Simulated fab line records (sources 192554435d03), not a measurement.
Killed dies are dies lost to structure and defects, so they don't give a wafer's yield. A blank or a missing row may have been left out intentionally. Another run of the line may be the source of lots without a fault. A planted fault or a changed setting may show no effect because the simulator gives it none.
What tool caused it?    flow n5Finfet    Sampling: 10 lots, 30 wafers, 5 of 1938 route steps

## WHAT THE GAUGES SHOWED, per wafer
No reading from a measuring or inspecting step in the record can be judged against a usual standard deviation.

## EACH LOT AND THE TOOL THAT RAN IT (in order: tool; ch and the chambers of the sampled wafers; start)
lot   N5_BEOL_M2_PECVD_72              N5_MIM_BOT_ETCH_ETCH_04            N5_PASSIVATION_PECVD_55          N5_PASSIVATION_PECVD_01          N5_PASSIVATION_PROBE_49
L313  pecvd-04 ch 0,1, day 7 04:34     rieDiel-06 ch 1,3, day 13 01:28    pecvd-01 ch 1,2, day 13 02:31    pecvd-01 ch 1,2, day 13 02:33    -
L314  pecvd-04 ch 0,1,2, day 7 05:36   rieDiel-06 ch 0,1, day 13 18:30    pecvd-03 ch 0,1,2, day 13 19:23  pecvd-03 ch 0,1,2, day 13 19:26  -
L316  pecvd-04 ch 0,1,2, day 7 18:53   rieDiel-03 ch 0,2, day 14 01:02    pecvd-03 ch 0,1, day 14 01:57    pecvd-03 ch 0,1, day 14 01:59    -
L318  pecvd-03 ch 1,2, day 8 11:24     rieDiel-01 ch 0,1, day 14 07:00    pecvd-01 ch 0,1,2, day 14 07:53  pecvd-01 ch 0,1,2, day 14 07:55  prober-01, day 14 16:50
L322  pecvd-03 ch 0,1,2, day 9 13:01   rieDiel-06 ch 1,2,3, day 15 11:16  pecvd-04 ch 0,1,2, day 15 12:05  pecvd-04 ch 0,1,2, day 15 12:07  -
L323  pecvd-03 ch 0,1, day 9 16:59     rieDiel-01 ch 0,2,3, day 15 20:49  pecvd-01 ch 0,2, day 15 21:38    pecvd-01 ch 0,2, day 15 21:40    prober-01, day 16 05:06
L326  pecvd-03 ch 0,1, day 10 04:42    rieDiel-03 ch 2,3, day 15 16:00    pecvd-04 ch 0,1, day 15 16:50    pecvd-04 ch 0,1, day 15 16:53    -
L330  pecvd-01 ch 0,1,2, day 11 03:42  rieDiel-06 ch 1,3, day 16 16:53    pecvd-01 ch 1,2, day 16 17:47    pecvd-01 ch 1,2, day 16 17:49    -
L329  pecvd-03 ch 0,1,2, day 11 06:59  rieDiel-03 ch 1,2,3, day 17 00:19  pecvd-01 ch 0,2, day 17 01:08    pecvd-01 ch 0,2, day 17 01:11    -
L332  pecvd-03 ch 1,2, day 11 11:35    rieDiel-06 ch 0,1,2, day 17 11:58  pecvd-04 ch 0,1,2, day 17 12:47  pecvd-04 ch 0,1,2, day 17 12:49  prober-02, day 17 22:46
- N5_BEOL_M2_PECVD_72: deposits SiO2 from TEOS/O2, target thk 16 nm, time 18 s.
- N5_MIM_BOT_ETCH_ETCH_04: etches SiNx in CF4/O2, target depth 26 nm, time 13 s.
- N5_PASSIVATION_PECVD_55: deposits SiO2 from SiH4/N2O, target thk 400 nm, time 22.5 s.
- N5_PASSIVATION_PECVD_01: deposits SiNx from SiH4/NH3/N2, target thk 200 nm, time 43.2 s.
- N5_PASSIVATION_PROBE_49

## AS READ BY THE TOOLS THEMSELVES (means over the sampled wafers that have a number; for cases with no such wafer, the mark the record gives instead)
N5_BEOL_M2_PECVD_72. Usual: heaterPowerW 783 W, standard deviation 120; showerheadPlenumPTorr 8.78 Torr, standard deviation 0.075; throttleValvePct 22.7 %, standard deviation 1.7.
lot   tool      heaterPowerW (W)  showerheadPlenumPTorr (Torr)  throttleValvePct (%)  flag
L313  pecvd-04  748               8.78                          22.3                  
L314  pecvd-04  718               8.78                          21.8                  
L316  pecvd-04  748               8.76                          21.7                  
L318  pecvd-03  765               8.71                          22.7                  
L322  pecvd-03  809               8.77                          23.0                  
L323  pecvd-03  838               8.72                          23.8                  
L326  pecvd-03  810               8.79                          23.8                  
L330  pecvd-01  864               8.80                          23.8                  
L329  pecvd-03  785               8.77                          22.9                  
L332  pecvd-03  777               8.70                          22.9                  

N5_MIM_BOT_ETCH_ETCH_04. Usual: chamberPressureMTorr 40.00 mTorr, standard deviation 0.036; drypumpMotorCurrentA 5.7 A, standard deviation 0.43; mfcArSccm 99.9 sccm, standard deviation 0.33; oesProductAu 0.82 a.u., standard deviation 0.083; rfVppV 242 V, standard deviation 3.6; showerheadPlenumPTorr 2.21 Torr, standard deviation 0.083; throttleValvePct 15.96 %, standard deviation 0.23.
lot   tool        chamberPressureMTorr (mTorr)  drypumpMotorCurrentA (A)  mfcArSccm (sccm)  oesProductAu (a.u.)  rfVppV (V)  showerheadPlenumPTorr (Torr)  throttleValvePct (%)  flag
L313  rieDiel-06  39.99                         5.5                       100.3             0.84                 238         2.14                          15.98                 
L314  rieDiel-06  40.03                         5.8                       99.9              0.80                 240         2.13                          15.74                 
L316  rieDiel-03  39.99                         5.4                       100.0             0.74                 243         2.18                          16.13                 
L318  rieDiel-01  40.04                         5.4                       100.2             0.87                 243         2.32                          16.14                 
L322  rieDiel-06  39.99                         5.4                       100.0             0.83                 241         2.17                          15.86                 
L323  rieDiel-01  40.03                         5.6                       99.5              0.85                 240         2.19                          15.83                 
L326  rieDiel-03  40.00                         6.3                       99.9              0.78                 245         2.30                          15.94                 
L330  rieDiel-06  40.02                         5.5                       99.6              0.80                 237         2.13                          15.82                 
L329  rieDiel-03  39.98                         6.0                       100.0             0.81                 243         2.28                          16.02                 
L332  rieDiel-06  40.00                         5.8                       99.5              0.78                 243         2.15                          15.88                 

N5_PASSIVATION_PECVD_55. Usual: heaterPowerW 744 W, standard deviation 130; showerheadPlenumPTorr 8.16 Torr, standard deviation 0.12; throttleValvePct 53 %, standard deviation 3.9.
lot   tool      heaterPowerW (W)  showerheadPlenumPTorr (Torr)  throttleValvePct (%)  flag
L313  pecvd-01  622               8.18                          51                    
L314  pecvd-03  759               8.15                          53                    
L316  pecvd-03  841               8.06                          54                    
L318  pecvd-01  797               8.19                          55                    
L322  pecvd-04  650               8.16                          50                    
L323  pecvd-01  752               8.15                          55                    
L326  pecvd-04  694               8.18                          52                    
L330  pecvd-01  656               8.22                          50                    
L329  pecvd-01  899               8.16                          59                    
L332  pecvd-04  743               8.15                          50                    

N5_PASSIVATION_PECVD_01. Usual: heaterPowerW 467 W, standard deviation 120; showerheadPlenumPTorr 8.67 Torr, standard deviation 0.083; throttleValvePct 29.9 %, standard deviation 2.2.
lot   tool      heaterPowerW (W)  showerheadPlenumPTorr (Torr)  throttleValvePct (%)  flag
L313  pecvd-01  416               8.68                          28.8                  
L314  pecvd-03  418               8.68                          29.9                  
L316  pecvd-03  566               8.59                          30.7                  
L318  pecvd-01  509               8.69                          31.0                  
L322  pecvd-04  424               8.67                          28.6                  
L323  pecvd-01  445               8.65                          31.3                  
L326  pecvd-04  457               8.68                          29.2                  
L330  pecvd-01  406               8.71                          28.6                  
L329  pecvd-01  501               8.66                          33.3                  
L332  pecvd-04  404               8.66                          28.7                  

N5_PASSIVATION_PROBE_49. Usual: defectLimitedYield 91.1 %, standard deviation 1.5; killed_at_M0_to_M3 33, standard deviation 9.9; killed_at_M4_up 14, standard deviation 5.2; killedAtContacts 12, standard deviation 6.7; killedAtFrontEnd 43, standard deviation 13; killedAtOther 3.4, standard deviation 2.7; killedDies 105, standard deviation 17; killedOpen 69, standard deviation 13; killedShort 33, standard deviation 7.5; sort_bin_5_function 5.2 %, standard deviation 0.91; sort_bin_6_memory 3.3 %, standard deviation 0.71; sort_bin_8_speed 0.00 %, standard deviation 0.032; sortNPass 1075, standard deviation 17; sortYieldPct 91.1 %, standard deviation 1.5.
lot   tool       defectLimitedYield (%)  killed_at_M0_to_M3  killed_at_M4_up  killedAtContacts  killedAtFrontEnd  killedAtOther  killedDies  killedOpen  killedShort  sort_bin_5_function (%)  sort_bin_6_memory (%)  sort_bin_8_speed (%)  sortNPass  sortYieldPct (%)  flag
L318  prober-01  91.6                    26                  9                15                49                1.0            100         60          38           4.8                      3.2                    0.00                  1080       91.6              
L323  prober-01  91.9                    34                  19               5                 35                2.7            96          66          28           4.8                      3.0                    0.00                  1084       91.9              
L332  prober-02  88.2                    68                  19               12                39                1.7            139         63          37           7.1                      3.8                    0.00                  1041       88.2              OFF

## THE ANSWER, worked out from the rows above alone
Rule: a lot counts as off when the mean over its wafers that have a number is more than 3 standard deviations away from the usual mean. A lot without any number at a reading at which 4 lots or more have one is off too. Any other lot the step has rows for is counted as sound. First the gauges in route order, then the tools' own readings, where a lot's mean is used as printed above. The first step at which some lot is off is used, and at that step the reading that is off furthest; a lot without a number counts as furthest.
Off at N5_PASSIVATION_PROBE_49 (killed_at_M0_to_M3): L332. Neither off nor sound, because the step has no rows for them: L313, L314, L316, L322, L326, L330, L329.
A tool fits if, at that step or a process step before it, it ran every lot that is off, and no sound lot after the first of them. Can't be told from this: 4 tools fit, pecvd-03 at N5_BEOL_M2_PECVD_72, rieDiel-06 at N5_MIM_BOT_ETCH_ETCH_04, pecvd-04 at N5_PASSIVATION_PECVD_55 and N5_PASSIVATION_PECVD_01, prober-02 at N5_PASSIVATION_PROBE_49.

## WHAT THE SIMULATOR HAD INSERTED
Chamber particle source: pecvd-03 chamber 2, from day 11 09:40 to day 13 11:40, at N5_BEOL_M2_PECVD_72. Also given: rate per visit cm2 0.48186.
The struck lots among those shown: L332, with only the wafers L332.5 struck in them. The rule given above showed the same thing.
